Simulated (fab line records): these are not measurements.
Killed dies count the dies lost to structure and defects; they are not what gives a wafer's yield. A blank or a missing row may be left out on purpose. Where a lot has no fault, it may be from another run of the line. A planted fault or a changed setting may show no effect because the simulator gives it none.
Chamber matching ; flow nandHarc ; NHARC_A_STAIRCASE_DEP_301 on pecvd-04 has 3 sister chambers
The step deposits SiON, target thk 30 nm. 6 wafers are shown with their chamber, then 7 later ones without.

WAFERS WITH THEIR CHAMBER
wafer;chamber;heaterPowerW (W)
L084.2;2;931
L085.2;1;613
L085.3;0;705
L085.5;2;907
L089.2;0;593
L089.5;1;625

WAFERS MISSING THEIR CHAMBER
wafer;heaterPowerW (W)
L089.6;948
L091.2;683
L091.4;922
L091.6;718
L092.2;635
L092.4;730
L092.6;611

THE CHAMBER EACH PASSED THROUGH
wafer;from the rows above;in truth
L089.6;2;2
L091.2;can't be placed: 0 or 1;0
L091.4;2;2
L091.6;can't be placed: 0 or 1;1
L092.2;can't be placed: 0 or 1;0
L092.4;can't be placed: 0 or 1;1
L092.6;can't be placed: 1 or 0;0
Placed correctly: 2 of 7. Cannot be placed on the basis of these rows: 5; the candidates contain the true chamber in 5. Placed wrongly: 0.
How it was worked out, from the rows above alone: a wafer's distance from a chamber is the root of the sum, over the readings, of the square of ((its reading less the chamber's mean) divided by the reading's scatter). If the next closest chamber is less than 2 further off than the closest, the wafer can't be placed; otherwise it belongs to the closest. For every chamber, the mean is computed from those of its wafers that are shown. The scatter: the root of (the sum of the squares of (reading less its chamber's mean) over the shown wafers, divided by (wafers less chambers)).
